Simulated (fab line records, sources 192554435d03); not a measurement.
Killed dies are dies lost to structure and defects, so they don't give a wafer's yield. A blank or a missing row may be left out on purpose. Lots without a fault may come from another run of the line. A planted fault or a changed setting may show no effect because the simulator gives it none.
Chamber matching | flow n5_finfet | N5_BEOL_M12_DESCUM_15 on rie_diel-03: 4 sister chambers
The step chemistry O2, time 7.9 s. 8 wafers are shown with their chamber, then 7 later ones without.

WAFERS WITH THEIR CHAMBER
wafer  | chamber | drypump_motor_current_A (A) | showerhead_plenum_p_Torr (Torr)
L079.2 | 0       | 6.0                         | 2.15
L079.4 | 1       | 5.8                         | 2.21
L079.6 | 2       | 5.7                         | 2.19
L080.1 | 3       | 5.1                         | 2.23
L080.2 | 0       | 6.0                         | 2.15
L080.5 | 1       | 5.8                         | 2.21
L088.1 | 3       | 5.1                         | 2.23
L088.2 | 2       | 5.6                         | 2.18

WAFERS WITHOUT THEIR CHAMBER
wafer  | drypump_motor_current_A (A) | showerhead_plenum_p_Torr (Torr)
L088.3 | 6.0                         | 2.15
L092.1 | 5.1                         | 2.23
L092.4 | 5.6                         | 2.18
L092.5 | 5.1                         | 2.23
L094.1 | 5.7                         | 2.18
L094.5 | 5.1                         | 2.22
L094.6 | 5.7                         | 2.18

WHICH CHAMBER EACH WENT THROUGH
wafer  | from the rows above | in truth
L088.3 | 0                   | 0
L092.1 | 3                   | 3
L092.4 | 2                   | 2
L092.5 | 3                   | 3
L094.1 | 2                   | 2
L094.5 | 3                   | 3
L094.6 | 2                   | 2
Placed correctly: 7 of 7. Can't be placed from these rows: 0. Placed wrongly: 0.
How it was worked out, from the rows above alone: a wafer's distance from a chamber is the root of the sum, over the readings, of the square of ((its reading less the chamber's mean) divided by the reading's scatter). The wafer belongs to the nearest chamber; if the next one is less than 2 further off, it can't be placed. A chamber's mean is the mean of its shown wafers. The scatter: the root of (the sum of the squares of (reading less its chamber's mean) over the shown wafers, divided by (wafers less chambers)).
